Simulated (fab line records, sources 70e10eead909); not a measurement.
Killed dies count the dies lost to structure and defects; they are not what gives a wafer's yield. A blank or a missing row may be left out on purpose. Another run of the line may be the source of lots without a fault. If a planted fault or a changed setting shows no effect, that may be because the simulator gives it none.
Which tool was responsible? | flow nandHarc | 24 lots, 72 wafers sampled, at 6 steps of a route of 1302

## WHAT THE GAUGES SHOWED, per wafer
NHARC_A_ZERO_WELL_CD_MEAS_10 targets a cd of 2000 nm. Usual: cdNm reads 2000.4 nm (standard deviation 1.5).
lot  | measured     | on       | cdNm (nm)            | flag
L074 | day 6 15:55  | cdSem-02 | 1997.9 1997.7 1998.5 | 
L075 | day 7 09:10  | cdSem-02 | 2002.1 2003.3 2002.9 | 
L076 | day 7 13:18  | cdSem-01 | 2000.0 1999.1 2001.2 | 
L077 | day 8 05:29  | cdSem-01 | 2001.9 2000.6 2002.3 | 
L078 | day 8 13:15  | cdSem-02 | 2000.8 2003.7 2000.2 | 
L079 | day 8 17:44  | cdSem-03 | 1999.7 2001.1 2000.0 | 
L080 | day 9 04:54  | cdSem-01 | 1998.1 1998.5 2000.1 | 
L081 | day 9 15:13  | cdSem-01 | 2003.3 2003.7 2000.4 | 
L082 | day 10 04:29 | cdSem-03 | 2000.0 1999.8 2001.8 | 
L083 | day 10 17:33 | cdSem-02 | 2001.3 2000.2 2001.1 | 
L084 | day 10 19:50 | cdSem-03 | 1999.5 2001.6 1998.1 | 
L085 | day 11 07:59 | cdSem-02 | 2003.2 2001.9 2001.4 | 
L086 | day 11 14:23 | cdSem-03 | 1997.9 1999.6 1999.1 | 
L087 | day 12 01:43 | cdSem-02 | 2001.6 2003.0 2001.1 | 
L089 | day 12 21:32 | cdSem-01 | 1998.4 1998.2 1999.5 | 
L088 | day 12 21:46 | cdSem-02 | 1997.3 2000.2 1999.4 | 
L090 | day 13 09:33 | cdSem-01 | 2001.5 2000.6 1999.9 | 
L091 | day 13 20:57 | cdSem-01 | 1999.5 2001.4 2000.7 | 
L092 | day 14 11:29 | cdSem-02 | 1999.5 2001.2 2000.4 | 
L093 | day 14 20:17 | cdSem-01 | 1998.5 1998.8 1999.6 | 
L094 | day 14 21:44 | cdSem-01 | 2002.9 2001.0 2002.1 | 
L095 | day 15 15:35 | cdSem-03 | 1999.2 1998.7 1997.3 | 
L096 | day 15 20:52 | cdSem-02 | 1998.7 2000.9 1998.0 | 
L097 | day 16 06:35 | cdSem-02 | 2000.8 2000.8 2001.6 | 

NHARC_A_ONON_D1_THK_MEAS_02: measures by ellipsometry. Usual: thkNm reads 1000 nm (standard deviation 6.3).
lot  | measured     | on           | thkNm (nm)     | flag
L074 | day 7 14:24  | filmMetro-02 | 998 998 997    | 
L075 | day 8 07:46  | filmMetro-01 | 1006 1006 1006 | 
L076 | day 8 12:01  | filmMetro-01 | 1007 1007 1006 | 
L077 | day 9 04:25  | filmMetro-01 | 1004 1005 1005 | 
L078 | day 9 12:53  | filmMetro-01 | 995 992 994    | 
L079 | day 9 16:37  | filmMetro-01 | 1002 1004 1002 | 
L080 | day 10 02:25 | filmMetro-01 | 1011 1011 1010 | 
L081 | day 10 17:38 | filmMetro-02 | 996 998 996    | 
L082 | day 11 06:38 | filmMetro-02 | 991 990 992    | 
L083 | day 11 19:47 | filmMetro-01 | 1004 1005 1003 | 
L084 | day 11 19:44 | filmMetro-02 | 1012 1011 1012 | 
L085 | day 12 08:11 | filmMetro-01 | 1005 1005 1005 | 
L086 | day 12 12:43 | filmMetro-01 | 995 996 995    | 
L087 | day 13 02:10 | filmMetro-02 | 1004 1004 1005 | 
L089 | day 13 20:28 | filmMetro-01 | 990 988 990    | 
L088 | day 13 20:28 | filmMetro-02 | 993 996 995    | 
L090 | day 14 10:11 | filmMetro-02 | 1001 1002 1002 | 
L091 | day 14 18:23 | filmMetro-01 | 997 994 995    | 
L092 | day 15 11:05 | filmMetro-02 | 999 998 998    | 
L093 | day 15 17:56 | filmMetro-01 | 1000 998 999   | 
L094 | day 15 17:56 | filmMetro-02 | 1003 1002 1003 | 
L095 | day 16 13:31 | filmMetro-01 | 1006 1005 1006 | 
L096 | day 16 20:11 | filmMetro-01 | 993 994 995    | 
L097 | day 17 07:01 | filmMetro-01 | 989 989 989    | 

NHARC_A_ONON_D1_THK_MEAS_34: measures by ellipsometry. Usual: thkNm reads 199.6 nm (standard deviation 2.5).
lot  | measured     | on           | thkNm (nm)        | flag
L074 | day 8 02:22  | filmMetro-02 | 199.9 202.8 203.7 | 
L075 | day 8 20:37  | filmMetro-02 | 196.5 199.9 199.2 | 
L076 | day 9 00:58  | filmMetro-01 | 200.0 201.5 204.4 | 
L077 | day 9 17:16  | filmMetro-02 | 205.0 199.4 202.5 | 
L078 | day 10 01:38 | filmMetro-01 | 200.3 200.5 202.7 | 
L079 | day 10 05:23 | filmMetro-02 | 203.6 203.1 203.4 | 
L080 | day 10 15:26 | filmMetro-01 | 201.5 199.7 202.1 | 
L081 | day 11 06:27 | filmMetro-01 | 198.4 197.0 201.4 | 
L082 | day 11 19:16 | filmMetro-02 | 197.6 201.2 202.4 | 
L083 | day 12 09:06 | filmMetro-02 | 198.6 199.8 201.4 | 
L084 | day 12 08:58 | filmMetro-01 | 196.7 196.3 198.1 | 
L085 | day 12 20:47 | filmMetro-02 | 195.9 196.7 198.5 | 
L086 | day 13 03:58 | filmMetro-01 | 197.8 199.3 200.8 | 
L087 | day 13 17:01 | filmMetro-01 | 193.7 200.1 198.1 | 
L089 | day 14 09:16 | filmMetro-01 | 198.1 200.6 202.5 | 
L088 | day 14 09:16 | filmMetro-02 | 198.1 201.8 199.9 | 
L090 | day 15 01:42 | filmMetro-01 | 197.0 196.4 200.7 | 
L091 | day 15 07:22 | filmMetro-02 | 197.5 198.9 201.8 | 
L092 | day 15 23:52 | filmMetro-01 | 203.5 203.5 204.7 | 
L093 | day 16 06:37 | filmMetro-01 | 201.3 199.7 202.9 | 
L094 | day 16 06:41 | filmMetro-02 | 196.6 195.3 198.5 | 
L095 | day 17 06:37 | filmMetro-01 | 198.3 199.0 201.6 | 
L096 | day 17 06:38 | filmMetro-02 | 196.1 199.3 202.0 | 
L097 | day 17 19:36 | filmMetro-02 | 195.3 196.6 199.8 | 

NHARC_A_CHANNEL_HOLE_D1_OVL_MEAS_11. Usual: overlayXNm 0.1 nm, standard deviation 0.96; overlayYNm -0.2 nm, standard deviation 0.76.
lot  | measured     | on         | overlayXNm (nm) | overlayYNm (nm) | flag
L074 | day 8 06:02  | overlay-02 | -0.2 0.2 -0.3   | -0.3 -0.4 -1.0  | 
L075 | day 8 23:28  | overlay-02 | 0.2 0.2 0.3     | 0.9 0.7 1.1     | 
L076 | day 9 06:01  | overlay-02 | 0.8 1.3 1.2     | 0.8 -0.2 0.1    | 
L077 | day 9 20:08  | overlay-01 | 1.3 1.3 0.7     | 0.0 -0.2 -0.2   | 
L078 | day 10 04:26 | overlay-02 | -0.5 -0.7 0.0   | -0.4 -0.1 -0.4  | 
L079 | day 10 10:08 | overlay-01 | 1.0 0.9 1.0     | -2.0 -1.2 -1.9  | 
L080 | day 10 18:47 | overlay-01 | 0.5 0.2 0.8     | -0.9 -0.9 -1.4  | 
L081 | day 11 11:01 | overlay-01 | -1.6 -1.2 -1.6  | -1.2 -1.2 -1.4  | 
L082 | day 12 01:56 | overlay-01 | 0.1 0.6 -0.1    | 0.2 0.3 0.0     | 
L083 | day 12 12:13 | overlay-02 | 1.2 1.7 1.0     | -0.5 -0.5 -0.3  | 
L084 | day 12 12:04 | overlay-01 | 1.0 0.8 0.9     | -0.8 -1.1 -1.3  | 
L085 | day 13 00:44 | overlay-01 | 1.6 1.9 2.2     | 0.7 0.2 -0.2    | 
L086 | day 13 07:18 | overlay-01 | 0.4 -0.6 0.3    | -0.9 0.0 0.0    | 
L087 | day 13 22:03 | overlay-01 | -0.2 -0.6 -0.5  | -1.5 -1.2 -1.3  | 
L089 | day 14 11:59 | overlay-01 | -0.1 0.1 0.1    | 0.2 -0.1 0.1    | 
L088 | day 14 12:08 | overlay-02 | -0.6 0.0 -0.2   | 1.2 1.4 1.3     | 
L090 | day 15 06:38 | overlay-02 | -0.6 0.1 -0.8   | 0.1 0.1 -0.3    | 
L091 | day 15 14:17 | overlay-02 | -0.7 -0.4 -0.9  | 1.3 0.7 1.2     | 
L092 | day 16 02:37 | overlay-02 | -1.3 -1.3 -0.6  | -0.2 -0.1 0.3   | 
L093 | day 16 10:25 | overlay-01 | -2.0 -1.9 -2.1  | -0.2 0.2 0.2    | 
L094 | day 16 11:12 | overlay-02 | 0.2 -0.3 -0.1   | -0.1 -0.7 -0.5  | 
L095 | day 17 09:27 | overlay-01 | -1.1 -0.6 -0.7  | 0.0 0.2 0.4     | 
L096 | day 17 09:36 | overlay-01 | 0.7 1.2 1.7     | 0.7 0.8 0.5     | 
L097 | day 17 23:11 | overlay-01 | 0.6 1.1 0.9     | -1.0 -0.9 -0.3  | 

## WHICH TOOL RAN EACH LOT (tool, then ch and the chambers of the sampled wafers, then the start)
lot  | NHARC_P_BONDPAD_ETCH_37           | NHARC_P_BONDPAD_STRIP_15
L074 | rieDiel-01 ch 1,2, day 6 12:05    | rieDiel-05 ch 2,3, day 6 12:25
L075 | rieDiel-05 ch 0,3, day 7 05:22    | rieDiel-06 ch 2,3, day 7 05:41
L076 | rieDiel-06 ch 0,1,3, day 7 09:32  | rieDiel-01 ch 0,1,2, day 7 09:52
L077 | rieDiel-01 ch 0,1,2, day 8 01:42  | rieDiel-06 ch 0,1,3, day 8 02:02
L078 | rieDiel-06 ch 1,2, day 8 08:59    | rieDiel-01 ch 0,2,3, day 8 09:19
L079 | rieDiel-01 ch 1,2, day 8 13:39    | rieDiel-05 ch 1,2,3, day 8 13:59
L080 | rieDiel-05 ch 1,2,3, day 9 01:05  | rieDiel-01 ch 1,2, day 9 01:24
L081 | rieDiel-01 ch 0,2,3, day 9 11:25  | rieDiel-05 ch 0,2, day 9 11:43
L082 | rieDiel-06 ch 0,2,3, day 10 00:42 | rieDiel-01 ch 0,1,3, day 10 01:01
L083 | rieDiel-01 ch 0,1,2, day 10 13:46 | rieDiel-01 ch 0,1, day 10 14:05
L084 | rieDiel-06 ch 1,2, day 10 16:02   | rieDiel-01 ch 1,2,3, day 10 16:23
L085 | rieDiel-05 ch 0,2,3, day 11 04:08 | rieDiel-01 ch 1,2,3, day 11 04:27
L086 | rieDiel-06 ch 0,3, day 11 10:37   | rieDiel-01 ch 1,3, day 11 10:56
L087 | rieDiel-05 ch 2,3, day 11 21:56   | rieDiel-01 ch 0,2,3, day 11 22:15
L089 | rieDiel-05 ch 0,1,3, day 12 17:44 | rieDiel-06 ch 2,3, day 12 18:02
L088 | rieDiel-01 ch 0,2,3, day 12 17:55 | rieDiel-05 ch 1,2, day 12 18:13
L090 | rieDiel-01 ch 1,3, day 13 05:41   | rieDiel-06 ch 0,1,2, day 13 06:00
L091 | rieDiel-06 ch 0,1,2, day 13 17:04 | rieDiel-05 ch 1,2, day 13 17:22
L092 | rieDiel-01 ch 0,2,3, day 14 07:37 | rieDiel-01 ch 1,2,3, day 14 07:57
L093 | rieDiel-06 ch 1,2, day 14 16:36   | rieDiel-01 ch 0,1,2, day 14 16:58
L094 | rieDiel-05 ch 1,2,3, day 14 17:57 | rieDiel-06 ch 0,2,3, day 14 18:16
L095 | rieDiel-06 ch 0,2, day 15 11:57   | rieDiel-05 ch 0,2, day 15 12:14
L096 | rieDiel-06 ch 0,1,2, day 15 17:05 | rieDiel-06 ch 2,3, day 15 17:23
L097 | rieDiel-01 ch 0,3, day 16 02:43   | rieDiel-06 ch 0,3, day 16 03:02
- NHARC_P_BONDPAD_ETCH_37: etches the open film in N2/H2, target depth 60 nm, overetch 18 nm, time 65.91 s.
- NHARC_P_BONDPAD_STRIP_15: strips in O2.

## WHAT THE TOOLS THEMSELVES READ (means of the sampled wafers that have a number; where no wafer has one, the mark that the record gives instead)
NHARC_P_BONDPAD_ETCH_37. Usual: drypumpMotorCurrentA 5.7 A, standard deviation 0.46; oesProductAu 0.999 a.u., standard deviation 0.008; rfVppV 430.1 V, standard deviation 2.4; showerheadPlenumPTorr 2.02 Torr, standard deviation 0.084; throttleValvePct 14.170 %, standard deviation 0.0096.
lot  | tool       | drypumpMotorCurrentA (A) | oesProductAu (a.u.) | rfVppV (V) | showerheadPlenumPTorr (Torr) | throttleValvePct (%) | flag
L074 | rieDiel-01 | 5.9                      | 1.010               | 432.5      | 2.10                         | 14.165               | 
L075 | rieDiel-05 | 5.9                      | 1.001               | 428.5      | 1.97                         | 14.175               | 
L076 | rieDiel-06 | 5.8                      | 0.989               | 432.1      | 2.08                         | 14.173               | 
L077 | rieDiel-01 | 5.8                      | 1.001               | 430.8      | 2.03                         | 14.171               | 
L078 | rieDiel-06 | 5.9                      | 0.992               | 431.0      | 2.04                         | 14.177               | 
L079 | rieDiel-01 | 6.2                      | 0.999               | 431.1      | 2.06                         | 14.176               | 
L080 | rieDiel-05 | 5.7                      | 0.999               | 428.1      | 1.94                         | 14.176               | 
L081 | rieDiel-01 | 5.4                      | 0.998               | 429.6      | 2.00                         | 14.171               | 
L082 | rieDiel-06 | 6.0                      | 0.996               | 431.0      | 2.06                         | 14.172               | 
L083 | rieDiel-01 | 5.8                      | 1.011               | 429.3      | 2.03                         | 14.164               | 
L084 | rieDiel-06 | 5.6                      | 0.993               | 431.0      | 2.07                         | 14.166               | 
L085 | rieDiel-05 | 5.6                      | 0.996               | 428.9      | 1.97                         | 14.182               | 
L086 | rieDiel-06 | 6.0                      | 0.999               | 431.9      | 2.10                         | 14.174               | 
L087 | rieDiel-05 | 5.6                      | 0.997               | 427.0      | 1.91                         | 14.168               | 
L089 | rieDiel-05 | 6.0                      | 1.006               | 428.8      | 2.00                         | 14.169               | 
L088 | rieDiel-01 | 5.4                      | 0.999               | 430.0      | 2.00                         | 14.176               | 
L090 | rieDiel-01 | 5.7                      | 1.005               | 427.7      | 1.96                         | 14.172               | 
L091 | rieDiel-06 | 5.9                      | 0.996               | 432.1      | 2.09                         | 14.173               | 
L092 | rieDiel-01 | 5.4                      | 1.000               | 429.5      | 2.00                         | 14.162               | 
L093 | rieDiel-06 | 5.9                      | 1.001               | 430.5      | 2.04                         | 14.177               | 
L094 | rieDiel-05 | 5.7                      | 0.994               | 427.2      | 1.94                         | 14.165               | 
L095 | rieDiel-06 | 6.1                      | 0.989               | 431.4      | 2.06                         | 14.172               | 
L096 | rieDiel-06 | 5.9                      | 0.992               | 432.4      | 2.09                         | 14.177               | 
L097 | rieDiel-01 | 5.3                      | 1.004               | 428.5      | 1.93                         | 14.170               | 

NHARC_P_BONDPAD_STRIP_15. Usual: drypumpMotorCurrentA 5.7 A, standard deviation 0.48; oesProductAu 0.999 a.u., standard deviation 0.0069; rfVppV 57.7 V, standard deviation 0.93; showerheadPlenumPTorr 3.49 Torr, standard deviation 0.13; throttleValvePct 17.036 %, standard deviation 0.0089.
lot  | tool       | drypumpMotorCurrentA (A) | oesProductAu (a.u.) | rfVppV (V) | showerheadPlenumPTorr (Torr) | throttleValvePct (%) | flag
L074 | rieDiel-05 | 5.6                      | 1.002               | 57.7       | 3.33                         | 17.036               | 
L075 | rieDiel-06 | 6.0                      | 0.999               | 57.9       | 3.48                         | 17.040               | 
L076 | rieDiel-01 | 5.8                      | 1.001               | 57.6       | 3.52                         | 17.037               | 
L077 | rieDiel-06 | 5.8                      | 0.994               | 57.9       | 3.59                         | 17.045               | 
L078 | rieDiel-01 | 5.4                      | 1.001               | 57.3       | 3.47                         | 17.034               | 
L079 | rieDiel-05 | 5.7                      | 0.983               | 56.9       | 3.37                         | 17.040               | 
L080 | rieDiel-01 | 6.3                      | 0.995               | 57.1       | 3.56                         | 17.035               | 
L081 | rieDiel-05 | 5.5                      | 0.993               | 57.7       | 3.52                         | 17.031               | 
L082 | rieDiel-01 | 5.7                      | 1.000               | 58.0       | 3.41                         | 17.038               | 
L083 | rieDiel-01 | 6.2                      | 1.003               | 57.8       | 3.45                         | 17.031               | 
L084 | rieDiel-01 | 5.8                      | 1.007               | 57.4       | 3.52                         | 17.031               | 
L085 | rieDiel-01 | 5.8                      | 1.003               | 57.2       | 3.52                         | 17.042               | 
L086 | rieDiel-01 | 5.7                      | 1.004               | 56.6       | 3.41                         | 17.038               | 
L087 | rieDiel-01 | 5.4                      | 1.004               | 58.2       | 3.47                         | 17.031               | 
L089 | rieDiel-06 | 5.9                      | 0.998               | 57.7       | 3.46                         | 17.047               | 
L088 | rieDiel-05 | 5.3                      | 1.005               | 56.6       | 3.37                         | 17.040               | 
L090 | rieDiel-06 | 5.9                      | 0.996               | 57.9       | 3.60                         | 17.041               | 
L091 | rieDiel-05 | 5.8                      | 0.999               | 57.8       | 3.42                         | 17.028               | 
L092 | rieDiel-01 | 5.8                      | 1.000               | 57.3       | 3.52                         | 17.040               | 
L093 | rieDiel-01 | 5.8                      | 1.001               | 58.3       | 3.52                         | 17.030               | 
L094 | rieDiel-06 | 6.0                      | 0.996               | 57.0       | 3.55                         | 17.033               | 
L095 | rieDiel-05 | 5.5                      | 1.006               | 58.2       | 3.52                         | 17.025               | 
L096 | rieDiel-06 | 6.0                      | 1.001               | 58.9       | 3.47                         | 17.032               | 
L097 | rieDiel-06 | 6.1                      | 1.004               | 57.4       | 3.62                         | 17.037               | 

## THE ANSWER, worked out from the rows above alone
Rule: lot off if the mean of its wafers having a number is beyond 3 standard deviations from the usual mean. A lot without any number at a reading at which 4 lots or more have one is off too. Where the step has rows for the other lots, those lots are counted as sound. The gauges are gone through in route order, then the tools' own readings, and for those a lot's mean is taken as printed above. The first step at which some lot is off is used, and at that step the reading that is off furthest; a lot without a number counts as furthest.
No lot is off at any reading shown: from this, nothing can be told.

## WHAT HAD BEEN PUT IN BY THE SIMULATOR
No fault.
